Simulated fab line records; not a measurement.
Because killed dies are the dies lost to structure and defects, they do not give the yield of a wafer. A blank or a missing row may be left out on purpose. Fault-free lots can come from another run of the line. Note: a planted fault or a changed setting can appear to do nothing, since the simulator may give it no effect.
Matching of chambers | flow nand_harc | NHARC_P_BONDPAD_DESCUM_11 on rie_diel-12 has 4 sister chambers
The step chemistry O2, time 3 s. 14 wafers are shown with their chamber, then 7 later ones without.

## WAFERS WITH THEIR CHAMBER
wafer  | chamber | drypump_motor_current_A (A) | oes_product_au (a.u.) | rf_vpp_V (V)
L414.3 | 1       | 5.1                         | 0.996                 | 58.1
L414.4 | 1       | 5.1                         | 0.988                 | 59.0
L414.5 | 0       | 5.7                         | 0.997                 | 56.5
L423.3 | 1       | 5.2                         | 0.997                 | 58.5
L423.4 | 2       | 6.2                         | 0.996                 | 57.4
L423.5 | 0       | 5.7                         | 0.988                 | 56.6
L424.1 | 0       | 5.7                         | 0.980                 | 57.9
L424.3 | 2       | 6.2                         | 1.003                 | 57.6
L424.4 | 0       | 5.7                         | 0.991                 | 57.3
L430.1 | 0       | 5.7                         | 1.005                 | 57.6
L430.4 | 1       | 5.2                         | 1.006                 | 56.5
L430.5 | 2       | 6.2                         | 0.998                 | 56.9
L433.1 | 3       | 5.0                         | 0.988                 | 57.7
L433.3 | 0       | 5.7                         | 1.000                 | 57.4

SIGNATURES (means of the wafers above)
reading                 | chamber 0 | chamber 1 | chamber 2 | chamber 3 | scatter within a chamber
drypump_motor_current_A | 5.700     | 5.150     | 6.200     | 5.000     | 0.0316
oes_product_au          | 0.99350   | 0.99675   | 0.99900   | 0.98800   | 0.00771
rf_vpp_V                | 57.217    | 58.025    | 57.300    | 57.700    | 0.729
Rule: for a wafer and a chamber, the distance is found by dividing, reading by reading, the gap between the wafer's reading and the chamber's mean by the reading's scatter, squaring, summing and taking the root. The wafer belongs to the nearest chamber; if the next one is less than 2 further off, it can't be placed. The scatter: the root of (the sum of the squares of (reading less its chamber's mean) over the shown wafers, divided by (wafers less chambers)).

## WAFERS MISSING THEIR CHAMBER
wafer  | drypump_motor_current_A (A) | oes_product_au (a.u.) | rf_vpp_V (V)
L433.5 | 5.7                         | 0.996                 | 56.9
L434.1 | 5.2                         | 1.003                 | 57.9
L434.3 | 6.2                         | 0.987                 | 58.3
L434.6 | 5.1                         | 1.004                 | 58.9
L436.2 | 5.7                         | 1.010                 | 57.1
L436.4 | 5.0                         | 1.008                 | 57.2
L436.5 | 5.2                         | 0.992                 | 57.1

## CHAMBER TAKEN BY EACH
wafer  | from the rows above     | in truth
L433.5 | 0                       | 0
L434.1 | 1                       | 1
L434.3 | 2                       | 2
L434.6 | can't be placed: 1 or 3 | 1
L436.2 | 0                       | 0
L436.4 | 3                       | 3
L436.5 | 1                       | 1
Correct placement for 6 of the 7. From these rows, 1 cannot be placed; in 1 the true chamber is one of the candidates. Wrongly placed: 0.
